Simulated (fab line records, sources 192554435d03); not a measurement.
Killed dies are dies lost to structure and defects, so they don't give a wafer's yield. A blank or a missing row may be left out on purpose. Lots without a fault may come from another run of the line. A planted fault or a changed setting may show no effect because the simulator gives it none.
fab line records | flow n5_finfet
record lots=9 wafers=26 last_day=18
route steps=1938 shown MOL_CONTACT_COAG@531 BEOL_M4@1111
lots that met no fault: from a run of the same line without faults
start_h: hours from the record's first day to the start of the lot's first wafer shown | wait_h: hours since the lot's step before | " the same as in the row above | L1.1+2: a row that stands for several wafers | - no value, or no start given | * or withheld: withheld | < > ~ a bound
route shown NAME@n: a module of which the file shows steps, and the number in the route of the first | usual: mean/standard deviation of fault-free wafers | same: alike in all rows | chamber/n: place in a boat | sites: the reading at each site | _std_site: their standard deviation | _edge_site: outer sites' mean less inner sites' | radius_mm: how far each site lies from the wafer's centre | mask NAME#n: copy n | behind: the tool/chamber that last shaped the wafer | hold: why the lot was held/for how many hours/how that ended | device: the transistor (n, p or np) that didn't switch | end of line: the same wafers' tests at the end of the route | a step without rows: its recipe alone | killed: dies lost to structure and defects at the first sort, not the wafer's yield | map: a wafer's dies, x killed, . not, _ none there
set.NAME: the setting as run; set.NAME@STEP: as run at that earlier step | model.NAME: the simulator's own value behind a step, which no gauge read
steps of the route over a sample of lots; a table a step, a row a wafer
services: from which hour (start_h, from the record's first day; less than 0 if before it) a tool's chamber was out of use, for how many hours, and why
## steps
# step N5_MOL_CONTACT_COAG_ETCH_105
# recipe chemistry=CF4 target=SiARC target_depth_a=156 mask_material=CAR-EUV time_s=26 ion_energy_ev=80 pressure_mtorr=40 source_w=545 bias_w=36 Ar_flow_sccm=100 cf4_flow_sccm=100 ends=cleared
# usual cf4_flow_sccm=99.99/0.28 drypump_motor_current_A=5.6/0.36 etch_rf_on_time_s=26.2/0.84 oes_product_au=0.67/0.084 rf_vpp_V=184.4/1.2 showerhead_plenum_p_Torr=2.18/0.078 throttle_valve_pct=15.7/0.3
# columns lot.wafer tool chamber start_h wait_h cf4_flow_sccm drypump_motor_current_A etch_rf_on_time_s oes_product_au rf_hours_counter_h rf_vpp_V showerhead_plenum_p_Torr throttle_valve_pct
L685.3 rie_diel-01 3 95.17 0.0 99.96 5.6 26.7 0.69 73 183.9 2.16 15.3
L685.4 " 2 " " 100.48 5.9 26.3 0.61 228 183.8 2.04 16.1
L685.6 " 0 " " 99.93 5.7 27.7 0.57 - 185.2 2.21 16.0
L686.3 rie_diel-05 2 103.21 0.0 99.75 5.8 25.7 0.60 201 183.7 2.11 15.8
L686.5 " 3 " " 100.03 6.3 25.9 0.60 - 184.5 2.13 15.7
L688.1 rie_diel-01 2 111.96 0.0 100.05 5.9 26.5 0.60 234 183.0 2.03 16.1
L688.3 " 3 " " 100.52 5.6 26.6 0.69 80 183.6 2.16 15.3
L688.5 " 3 " " 100.23 5.6 26.8 0.68 - 186.0 2.16 15.3
L689.2 rie_diel-05 3 121.99 0.0 100.12 6.3 25.7 0.84 2 184.6 2.13 15.1
L689.3 " 2 " " 100.38 5.8 25.5 0.59 210 183.4 2.10 15.8
L689.6 " 2 " " 100.28 5.7 25.5 0.59 - 182.7 2.10 15.8
L699.2 rie_diel-01 0 177.83 0.0 100.08 5.8 26.0 0.79 9 185.2 2.19 15.5
L699.3 " 1 " " 100.26 5.0 25.5 0.59 223 184.0 2.21 16.0
L699.5 " 0 " " 99.86 5.8 25.9 0.80 - 184.7 2.20 15.5
L701.2 rie_diel-01 1 191.89 0.0 99.77 5.0 26.0 0.59 229 185.3 2.21 16.0
L701.5 " 2 " " 100.09 5.9 25.7 0.85 - 185.3 2.28 15.6
L701.6 " 3 " " 99.52 5.6 26.4 0.66 - 184.3 2.15 15.4
L705.1 rie_diel-03 2 217.96 0.0 100.13 6.0 24.7 0.75 51 185.2 2.26 15.3
L705.4 " 0 " " 100.11 5.5 26.7 0.60 196 182.9 2.04 16.1
L705.6 " 3 " " 100.08 5.4 27.0 0.67 - 185.1 2.24 15.5
L706.2 rie_diel-01 1 221.25 0.0 99.50 5.0 26.0 0.58 239 183.8 2.20 16.0
L706.3 " 3 " " 99.97 5.6 26.7 0.64 125 185.6 2.14 15.4
L706.4 " 0 " " 100.31 5.8 26.7 0.75 24 185.6 2.19 15.6
L707.1 rie_diel-03 3 230.72 0.0 100.18 5.4 27.8 0.66 103 184.2 2.24 15.6
L707.3 " 1 " " 100.22 5.0 24.9 0.79 17 185.6 2.28 15.5
L707.6 " 1 " " 100.01 4.9 25.2 0.78 - 185.0 2.28 15.5
# step N5_MOL_CONTACT_COAG_ETCH_110
# recipe chemistry=CF4/O2 target=Si target_depth_a=25 time_s=8 pressure_mtorr=100 source_w=200 bias_w=12 ion_energy_ev=60 Ar_flow_sccm=100 cf4_flow_sccm=100 O2_flow_sccm=10
# usual cf4_flow_sccm=99.98/0.28 drypump_motor_current_A=5.6/0.36 oes_product_au=0.79/0.1 rf_vpp_V=127/3.8 showerhead_plenum_p_Torr=2.26/0.08 throttle_valve_pct=10.8/0.34
# columns lot.wafer tool chamber start_h wait_h cf4_flow_sccm drypump_motor_current_A oes_product_au rf_hours_counter_h rf_vpp_V showerhead_plenum_p_Torr throttle_valve_pct
L685.3 rie_diel-01 3 95.39 0.0 100.64 5.6 0.81 73 129 2.24 10.4
L685.4 " 2 " " 99.79 5.9 0.70 228 122 2.12 11.3
L685.6 " 0 " " 99.61 5.8 0.66 - 127 2.29 11.2
L686.3 rie_diel-05 2 103.43 0.0 100.23 5.8 0.70 201 122 2.19 11.0
L686.5 " 3 " " 100.21 6.3 0.71 - 131 2.21 10.9
L688.1 rie_diel-01 2 112.18 0.0 99.95 5.9 0.70 234 125 2.11 11.3
L688.3 " 3 " " 99.63 5.6 0.80 80 130 2.24 10.5
L688.5 " 3 " " 99.84 5.6 0.80 - 128 2.24 10.4
L689.2 rie_diel-05 3 122.22 0.0 100.08 6.3 0.99 2 131 2.21 10.2
L689.3 " 2 " " 100.37 5.7 0.69 210 121 2.19 11.0
L689.6 " 2 " " 100.37 5.7 0.70 - 122 2.19 11.0
L699.2 rie_diel-01 0 178.05 0.0 99.94 5.8 0.93 9 124 2.28 10.5
L699.3 " 1 " " 100.12 5.0 0.69 224 121 2.29 11.2
L699.5 " 0 " " 100.58 5.8 0.93 - 127 2.28 10.5
L701.2 rie_diel-01 1 192.11 0.0 99.57 5.0 0.69 229 121 2.29 11.2
L701.5 " 2 " " 99.25 5.9 0.98 - 126 2.37 10.6
L701.6 " 3 " " 100.06 5.6 0.76 - 129 2.23 10.5
L705.1 rie_diel-03 2 218.19 0.0 99.64 6.0 0.89 51 131 2.35 10.4
L705.4 " 0 " " 100.70 5.5 0.70 196 127 2.12 11.2
L705.6 " 3 " " 100.20 5.4 0.77 - 133 2.33 10.7
L706.2 rie_diel-01 1 221.47 0.0 100.11 5.0 0.68 239 124 2.29 11.2
L706.3 " 3 " " 99.67 5.6 0.76 125 129 2.23 10.6
L706.4 " 0 " " 100.73 5.8 0.88 25 126 2.27 10.6
L707.1 rie_diel-03 3 230.95 0.0 99.85 5.4 0.77 103 134 2.33 10.7
L707.3 " 1 " " 100.42 5.0 0.93 17 129 2.36 10.5
L707.6 " 1 " " 100.00 5.0 0.92 - 129 2.36 10.5
# step N5_MOL_CONTACT_COAG_SPUTTER_130
# recipe material=Co target_thk_a=475 temp_c=25 chamber_pressure_pa=0.5 power_w=3000
# usual cathode_dc_power_W=3000.0/0.54 throttle_valve_pct=29.9/1
# columns lot.wafer tool chamber start_h wait_h cathode_dc_power_W throttle_valve_pct
L685.3 pvd_sputter-03 - 100.68 0.0 2999.6 31.9
L685.4 " - " " 2999.8 29.7
L685.6 " - " " 3000.9 28.6
L686.3 pvd_sputter-01 - 110.01 0.0 2999.3 30.9
L686.5 " - " " 2999.5 29.7
L688.1 pvd_sputter-03 - 118.63 0.0 2999.4 29.7
L688.3 " - " " 3000.1 28.6
L688.5 " - " " 2999.6 32.2
L689.2 pvd_sputter-01 - 126.81 0.0 3000.4 30.1
L689.3 " - " " 2998.8 31.2
L689.6 " - " " 3000.2 29.6
L699.2 pvd_sputter-03 - 183.53 0.0 2823.4 28.5
L699.3 " - " " 3000.0 31.6
L699.5 " - " " 2999.8 31.7
L701.2 pvd_sputter-03 - 200.19 0.0 2823.6 28.4
L701.5 " - " " 2999.6 29.5
L701.6 " - " " 2999.4 28.6
L705.1 pvd_sputter-01 - 223.69 0.0 2998.9 29.5
L705.4 " - " " 3000.5 31.0
L705.6 " - " " 3000.4 29.8
L706.2 pvd_sputter-01 - 227.71 0.0 2999.8 29.6
L706.3 " - " " 2999.8 29.8
L706.4 " - " " 2999.8 29.9
L707.1 pvd_sputter-02 - 236.78 0.0 3000.6 29.7
L707.3 " - " " 2999.8 31.4
L707.6 " - " " 3000.3 28.8
# step N5_MOL_CONTACT_COAG_CMP_28
# recipe stop_on=SiNx t_overpolish_s=0.85 post_cmp_clean=alkaline_brush down_force_psi=4.15 platen_rpm=51.8 pad_velocity_m_s=1.0307 target_thk_nm=14.522
# usual motor_current_A=12.2/1.4 platen_rpm=51.80/0.039 time_to_endpoint_s=3.8/2.5
# columns lot.wafer tool chamber start_h wait_h motor_current_A platen_rpm time_to_endpoint_s
L685.4 cmp-02 2 103.35 0.8 13.6 51.79 1.6
L685.3 " 0 " " 10.7 51.77 3.5
L685.6 " 2 " " 13.4 51.74 0.0
L686.3 cmp-02 3 112.62 0.8 11.7 51.79 2.4
L686.5 " 0 " " 11.5 51.91 5.0
L688.3 cmp-03 0 121.30 0.8 11.2 51.78 6.7
L688.1 " 2 " " 16.8 51.79 0.2
L688.5 " 0 " " 11.5 51.83 3.4
L689.2 cmp-02 3 129.38 0.8 11.9 51.78 1.4
L689.3 " 0 " " 11.7 51.73 3.6
L689.6 " 0 " " 11.3 51.82 6.1
L699.2 cmp-02 0 186.15 0.8 10.6 51.77 2.3
L699.3 " 2 " " 14.0 51.77 3.4
L699.5 " 0 " " 11.1 51.74 4.4
L701.2 cmp-01 2 203.05 1.1 11.5 51.79 2.2
L701.5 " 3 " " 13.2 51.77 3.1
L701.6 " 0 " " 12.1 51.80 2.0
L705.4 cmp-01 0 226.26 0.0 12.2 51.80 0.2
L705.1 " 3 " " 13.9 51.84 1.1
L705.6 " 0 " " 12.7 51.80 0.0
L706.2 cmp-01 1 230.38 0.9 10.7 51.76 5.8
L706.3 " 2 " " 11.3 51.83 2.0
L706.4 " 3 " " 12.3 51.82 3.0
L707.1 cmp-02 2 239.48 0.8 14.1 51.78 4.4
L707.3 " 3 " " 11.0 51.86 3.9
L707.6 " 1 " " 13.3 51.81 3.7
# step N5_BEOL_M4_RC_MEAS_101
# usual DIBL_N=37.5/2.5 DIBL_P=38/3.1 IOFF_N=0.19/0.059 IOFF_P=0.24/0.061 ION_N=679/16 ION_P=465/9.8 SS_N=72.0/0.8 SS_P=73.7/0.86 VT_N=248/4.5 VT_P=-249/3.5
# columns lot.wafer tool chamber start_h wait_h DIBL_N[mV/V] DIBL_P[mV/V] IOFF_N[nA/um] IOFF_P[nA/um] ION_N[uA/um] ION_P[uA/um] SS_N[mV/dec] SS_P[mV/dec] VT_N[mV] VT_P[mV]
L685.3 prober-02 0 170.07 0.3 37.3 38 0.18 0.23 677 459 72.0 73.5 250 -250
L685.4 " 0 " " 37.3 40 0.19 0.27 675 465 72.5 74.2 248 -248
L685.6 " 0 " " 37.4 38 0.18 0.22 676 460 72.6 73.8 255 -252
L686.3 prober-02 0 179.86 0.3 37.4 40 0.18 0.24 675 466 71.5 73.8 248 -248
L686.5 " 0 " " 35.7 38 0.14 0.19 666 463 71.5 73.9 254 -252
L688.1 prober-02 0 188.58 0.0 37.5 38 0.19 0.24 679 463 71.3 73.4 249 -248
L688.3 " 0 " " 41.0 43 0.31 0.37 711 480 72.8 75.0 238 -242
L688.5 " 0 " " 37.7 38 0.18 0.25 683 469 72.1 73.4 248 -247
L689.2 prober-02 0 191.94 0.2 31.0 28 0.08 0.12 644 452 70.6 70.8 259 -255
L689.3 " 0 " " 33.5 33 0.12 0.18 679 467 69.8 72.5 253 -251
L689.6 " 0 " " 33.7 35 0.13 0.19 672 462 70.2 73.0 250 -250
L699.2 prober-01 0 258.22 0.2 39.9 42 0.28 0.31 702 470 72.3 74.8 242 -245
L699.3 " 0 " " 39.4 43 0.25 0.32 690 468 71.7 75.0 246 -244
L699.5 " 0 " " 39.4 43 0.26 0.32 686 470 72.6 74.6 243 -246
L701.2 prober-01 0 283.52 0.2 40.7 41 0.24 0.26 697 471 72.1 74.2 243 -248
L701.5 " 0 " " 38.4 37 0.19 0.20 664 453 72.4 73.8 251 -255
L701.6 " 0 " " 34.4 34 0.12 0.16 658 449 71.9 72.4 255 -254
L705.1 prober-01 0 310.43 0.0 38.6 42 0.21 0.29 685 475 72.0 74.4 247 -249
L705.4 " 0 " " 39.0 39 0.20 0.23 676 455 71.8 74.7 247 -251
L705.6 " 0 " " 39.9 41 0.23 0.26 687 466 72.2 74.6 245 -249
L706.2 prober-02 0 312.12 0.2 37.5 39 0.18 0.22 679 466 72.5 73.7 251 -252
L706.3 " 0 " " 34.7 35 0.13 0.17 673 459 71.5 73.4 254 -252
L706.4 " 0 " " 37.5 40 0.19 0.26 677 463 72.1 74.5 248 -249
L707.1 prober-02 0 317.13 0.0 36.5 37 0.18 0.22 681 462 72.6 73.0 250 -249
L707.3 " 0 " " 36.5 39 0.19 0.27 690 476 72.7 74.0 247 -247
L707.6 " 0 " " 36.0 37 0.15 0.20 677 461 72.3 73.7 253 -253
## services
# columns tool chamber start_h hours kind
cmp-03 - 77.63 0.9 repair
rie_diel-05 2 79.97 7.6 repair
cmp-03 - 84.88 0.2 repair
rie_diel-01 3 91.95 1.8 repair
cmp-02 - 100.91 0.9 repair
rie_diel-03 3 102.94 20.2 repair
rie_diel-03 2 110.03 1.3 repair
cmp-01 - 113.30 4.0 pm
rie_diel-03 - 114.49 14.6 pm
cmp-01 - 119.88 1.6 repair
cmp-02 - 120.40 0.7 repair
rie_diel-01 3 120.80 2.2 repair
cmp-03 - 122.60 6.2 pm
rie_diel-01 1 123.00 5.2 repair
pvd_sputter-01 - 133.40 2.5 repair
cmp-02 - 133.65 3.4 pm
cmp-03 - 149.96 3.7 repair
cmp-02 - 154.38 4.4 repair
rie_diel-03 0 167.94 1.8 repair
cmp-01 - 200.65 0.3 repair
cmp-01 - 203.69 1.4 repair
cmp-02 - 225.93 1.8 repair
cmp-02 - 229.14 4.0 pm
rie_diel-01 3 233.35 4.4 repair
## key
first_sign step=N5_MOL_CONTACT_COAG_SPUTTER_130 reading=cathode_dc_power_W direction=down sigmas=99+ usual=* struck=*
effect none on later readings
met_at N5_MOL_CONTACT_COAG_SPUTTER_130
struck_lots L699,L701
struck_wafers L699.2,L701.2
not_acting_at N5_MOL_CONTACT_COAG_ETCH_105,N5_MOL_CONTACT_COAG_ETCH_110,N5_MOL_CONTACT_COAG_CMP_28
fault kind=process_parameter_drift tool=pvd_sputter-03 chamber=- onset_h=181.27 steps=N5_MOL_CONTACT_COAG_SPUTTER_130 channel=power_w offset=* shape=step end_h=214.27 acts_in=* stated=* scope=struck_wafers_only
